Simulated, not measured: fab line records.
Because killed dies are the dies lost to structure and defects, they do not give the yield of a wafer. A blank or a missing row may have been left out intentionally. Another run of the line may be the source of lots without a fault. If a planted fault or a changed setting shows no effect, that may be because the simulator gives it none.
The tool behind it: which one? / flow n5 finfet / 33 wafers from 11 lots sampled at 4 of the route's 1938 steps

== WHAT THE GAUGES READ, wafer by wafer ==
N5_PASSIVATION_CD_MEAS_44: the cd target is 40000 nm. Usual: cd nm reads 40000 nm (standard deviation 3.1).
lot=L550; measured=day 12 15:08; on=cd sem-03; cd nm (nm)=40001 40000 40001; flag=
lot=L552; measured=day 12 10:07; on=cd sem-03; cd nm (nm)=39997 40002 40003; flag=
lot=L551; measured=day 12 16:38; on=cd sem-03; cd nm (nm)=40003 40001 40002; flag=
lot=L553; measured=day 13 07:37; on=cd sem-02; cd nm (nm)=40000 40001 39994; flag=
lot=L555; measured=day 13 18:19; on=cd sem-01; cd nm (nm)=40004 40000 40002; flag=
lot=L561; measured=day 15 17:23; on=cd sem-02; cd nm (nm)=40002 40004 40005; flag=
lot=L567; measured=day 15 23:28; on=cd sem-03; cd nm (nm)=39992 40001 40001; flag=
lot=L566; measured=day 16 04:11; on=cd sem-03; cd nm (nm)=40005 40006 40000; flag=
lot=L570; measured=day 17 06:02; on=cd sem-02; cd nm (nm)=39997 39998 39994; flag=
lot=L573; measured=day 18 01:17; on=cd sem-03; cd nm (nm)=39996 39995 39996; flag=
lot=L572; measured=day 17 23:49; on=cd sem-03; cd nm (nm)=39997 39997 39999; flag=

== WHICH TOOL RAN EACH LOT (tool, then ch and the chambers of the sampled wafers, then the start) ==
lot=L550; N5_BEOL_M4_SPUTTER_81=pvd sputter-02, day 8 05:07; N5_PASSIVATION_AL_DEP_21=pvd sputter-01, day 12 12:26; N5_PASSIVATION_DESCUM_32=rie diel-06 ch 0,2,3, day 12 13:20
lot=L552; N5_BEOL_M4_SPUTTER_81=pvd sputter-03, day 8 08:32; N5_PASSIVATION_AL_DEP_21=pvd sputter-01, day 12 07:47; N5_PASSIVATION_DESCUM_32=rie diel-06 ch 0,1,3, day 12 08:28
lot=L551; N5_BEOL_M4_SPUTTER_81=pvd sputter-01, day 8 13:26; N5_PASSIVATION_AL_DEP_21=pvd sputter-02, day 12 14:23; N5_PASSIVATION_DESCUM_32=rie diel-02 ch 0,1,2, day 12 14:56
lot=L553; N5_BEOL_M4_SPUTTER_81=pvd sputter-03, day 8 19:10; N5_PASSIVATION_AL_DEP_21=pvd sputter-02, day 13 05:17; N5_PASSIVATION_DESCUM_32=rie diel-02 ch 1,2,3, day 13 05:50
lot=L555; N5_BEOL_M4_SPUTTER_81=pvd sputter-03, day 9 07:26; N5_PASSIVATION_AL_DEP_21=pvd sputter-03, day 13 15:54; N5_PASSIVATION_DESCUM_32=rie diel-02 ch 2,3, day 13 16:40
lot=L561; N5_BEOL_M4_SPUTTER_81=pvd sputter-03, day 11 04:27; N5_PASSIVATION_AL_DEP_21=pvd sputter-02, day 15 15:06; N5_PASSIVATION_DESCUM_32=rie diel-02 ch 0,1,2, day 15 15:40
lot=L567; N5_BEOL_M4_SPUTTER_81=pvd sputter-01, day 11 14:08; N5_PASSIVATION_AL_DEP_21=pvd sputter-02, day 15 20:58; N5_PASSIVATION_DESCUM_32=rie diel-06 ch 0,1,2, day 15 21:40
lot=L566; N5_BEOL_M4_SPUTTER_81=pvd sputter-01, day 11 17:10; N5_PASSIVATION_AL_DEP_21=pvd sputter-01, day 16 00:49; N5_PASSIVATION_DESCUM_32=rie diel-06 ch 0,2, day 16 01:54
lot=L570; N5_BEOL_M4_SPUTTER_81=pvd sputter-02, day 12 22:15; N5_PASSIVATION_AL_DEP_21=pvd sputter-03, day 17 03:34; N5_PASSIVATION_DESCUM_32=rie diel-06 ch 1,2, day 17 04:14
lot=L573; N5_BEOL_M4_SPUTTER_81=pvd sputter-01, day 13 19:26; N5_PASSIVATION_AL_DEP_21=pvd sputter-02, day 17 22:51; N5_PASSIVATION_DESCUM_32=rie diel-03 ch 0,2, day 17 23:38
lot=L572; N5_BEOL_M4_SPUTTER_81=pvd sputter-03, day 13 19:33; N5_PASSIVATION_AL_DEP_21=pvd sputter-03, day 17 21:31; N5_PASSIVATION_DESCUM_32=rie diel-06 ch 0,1,2, day 17 22:10
- N5_BEOL_M4_SPUTTER_81: material Cu, target thk 4.5 nm, time 8.29 s.
- N5_PASSIVATION_AL_DEP_21: deposits Al, target thk 2800 nm, time 170 s.
- N5_PASSIVATION_DESCUM_32: chemistry O2, time 7.9 s.

== AS READ BY THE TOOLS THEMSELVES (means over the sampled wafers that have a number; for cases with no such wafer, the mark the record gives instead) ==
N5_BEOL_M4_SPUTTER_81. Usual: chuck gas flow sccm 1.28 sccm, standard deviation 0.054; substrate temp c -20.00 C, standard deviation 0.1; throttle valve pct 30.1 %, standard deviation 0.64.
lot=L550; tool=pvd sputter-02; chuck gas flow sccm (sccm)=1.25; substrate temp c (C)=-19.99; throttle valve pct (%)=29.9; flag=
lot=L552; tool=pvd sputter-03; chuck gas flow sccm (sccm)=1.29; substrate temp c (C)=-19.97; throttle valve pct (%)=29.5; flag=
lot=L551; tool=pvd sputter-01; chuck gas flow sccm (sccm)=1.27; substrate temp c (C)=-20.02; throttle valve pct (%)=30.4; flag=
lot=L553; tool=pvd sputter-03; chuck gas flow sccm (sccm)=1.32; substrate temp c (C)=-19.94; throttle valve pct (%)=30.0; flag=
lot=L555; tool=pvd sputter-03; chuck gas flow sccm (sccm)=1.29; substrate temp c (C)=-20.04; throttle valve pct (%)=29.9; flag=
lot=L561; tool=pvd sputter-03; chuck gas flow sccm (sccm)=1.30; substrate temp c (C)=-19.97; throttle valve pct (%)=29.8; flag=
lot=L567; tool=pvd sputter-01; chuck gas flow sccm (sccm)=1.26; substrate temp c (C)=-20.03; throttle valve pct (%)=30.3; flag=
lot=L566; tool=pvd sputter-01; chuck gas flow sccm (sccm)=1.28; substrate temp c (C)=-20.04; throttle valve pct (%)=30.1; flag=
lot=L570; tool=pvd sputter-02; chuck gas flow sccm (sccm)=1.26; substrate temp c (C)=-19.94; throttle valve pct (%)=29.9; flag=
lot=L573; tool=pvd sputter-01; chuck gas flow sccm (sccm)=1.29; substrate temp c (C)=-20.07; throttle valve pct (%)=30.1; flag=
lot=L572; tool=pvd sputter-03; chuck gas flow sccm (sccm)=1.29; substrate temp c (C)=-20.15; throttle valve pct (%)=30.6; flag=

N5_PASSIVATION_AL_DEP_21. Usual: substrate temp c 399.96 C, standard deviation 0.22; throttle valve pct 30.1 %, standard deviation 0.71.
lot=L550; tool=pvd sputter-01; substrate temp c (C)=399.94; throttle valve pct (%)=30.3; flag=
lot=L552; tool=pvd sputter-01; substrate temp c (C)=400.13; throttle valve pct (%)=30.2; flag=
lot=L551; tool=pvd sputter-02; substrate temp c (C)=399.72; throttle valve pct (%)=30.0; flag=
lot=L553; tool=pvd sputter-02; substrate temp c (C)=400.10; throttle valve pct (%)=30.3; flag=
lot=L555; tool=pvd sputter-03; substrate temp c (C)=400.04; throttle valve pct (%)=29.9; flag=
lot=L561; tool=pvd sputter-02; substrate temp c (C)=400.17; throttle valve pct (%)=29.9; flag=
lot=L567; tool=pvd sputter-02; substrate temp c (C)=400.07; throttle valve pct (%)=30.3; flag=
lot=L566; tool=pvd sputter-01; substrate temp c (C)=400.07; throttle valve pct (%)=29.9; flag=
lot=L570; tool=pvd sputter-03; substrate temp c (C)=400.12; throttle valve pct (%)=29.9; flag=
lot=L573; tool=pvd sputter-02; substrate temp c (C)=399.87; throttle valve pct (%)=30.1; flag=
lot=L572; tool=pvd sputter-03; substrate temp c (C)=399.96; throttle valve pct (%)=29.4; flag=

N5_PASSIVATION_DESCUM_32. Usual: drypump motor current A 5.7 A, standard deviation 0.32; oes product au 0.83 a.u., standard deviation 0.11; rf vpp V 243.1 V, standard deviation 1.4; showerhead plenum p Torr 2.09 Torr, standard deviation 0.074; throttle valve pct 20.37 %, standard deviation 0.27.
lot=L550; tool=rie diel-06; drypump motor current A (A)=5.8; oes product au (a.u.)=0.78; rf vpp V (V)=243.2; showerhead plenum p Torr (Torr)=2.12; throttle valve pct (%)=20.34; flag=
lot=L552; tool=rie diel-06; drypump motor current A (A)=5.5; oes product au (a.u.)=0.72; rf vpp V (V)=242.6; showerhead plenum p Torr (Torr)=2.07; throttle valve pct (%)=20.57; flag=
lot=L551; tool=rie diel-02; drypump motor current A (A)=5.6; oes product au (a.u.)=0.79; rf vpp V (V)=244.8; showerhead plenum p Torr (Torr)=2.09; throttle valve pct (%)=20.35; flag=
lot=L553; tool=rie diel-02; drypump motor current A (A)=5.6; oes product au (a.u.)=0.79; rf vpp V (V)=243.2; showerhead plenum p Torr (Torr)=2.08; throttle valve pct (%)=20.51; flag=
lot=L555; tool=rie diel-02; drypump motor current A (A)=5.5; oes product au (a.u.)=0.79; rf vpp V (V)=242.4; showerhead plenum p Torr (Torr)=2.05; throttle valve pct (%)=20.61; flag=
lot=L561; tool=rie diel-02; drypump motor current A (A)=5.6; oes product au (a.u.)=0.93; rf vpp V (V)=243.0; showerhead plenum p Torr (Torr)=2.08; throttle valve pct (%)=20.17; flag=
lot=L567; tool=rie diel-06; drypump motor current A (A)=5.9; oes product au (a.u.)=0.82; rf vpp V (V)=243.2; showerhead plenum p Torr (Torr)=2.14; throttle valve pct (%)=20.43; flag=
lot=L566; tool=rie diel-06; drypump motor current A (A)=6.0; oes product au (a.u.)=0.74; rf vpp V (V)=244.4; showerhead plenum p Torr (Torr)=2.16; throttle valve pct (%)=20.50; flag=
lot=L570; tool=rie diel-06; drypump motor current A (A)=6.0; oes product au (a.u.)=0.86; rf vpp V (V)=243.4; showerhead plenum p Torr (Torr)=2.15; throttle valve pct (%)=20.31; flag=
lot=L573; tool=rie diel-03; drypump motor current A (A)=5.7; oes product au (a.u.)=0.75; rf vpp V (V)=241.1; showerhead plenum p Torr (Torr)=1.99; throttle valve pct (%)=20.32; flag=
lot=L572; tool=rie diel-06; drypump motor current A (A)=5.8; oes product au (a.u.)=0.89; rf vpp V (V)=243.2; showerhead plenum p Torr (Torr)=2.13; throttle valve pct (%)=20.30; flag=

== THE ANSWER, worked out from the rows above alone ==
Rule: lot off if the mean of its wafers having a number is beyond 3 standard deviations from the usual mean. Also off: a lot with no number at a reading for which 4 or more lots have one. Where the step has rows for the other lots, those lots are counted as sound. Order of review: gauges by route order, followed by the tools' own readings, for which a lot's mean as printed above is used. The first step at which some lot is off is used, and at that step the reading that is off furthest; a lot without a number counts as furthest.
No lot is off at any reading shown: from this, nothing can be told.

== WHAT THE SIMULATOR HAD PUT IN ==
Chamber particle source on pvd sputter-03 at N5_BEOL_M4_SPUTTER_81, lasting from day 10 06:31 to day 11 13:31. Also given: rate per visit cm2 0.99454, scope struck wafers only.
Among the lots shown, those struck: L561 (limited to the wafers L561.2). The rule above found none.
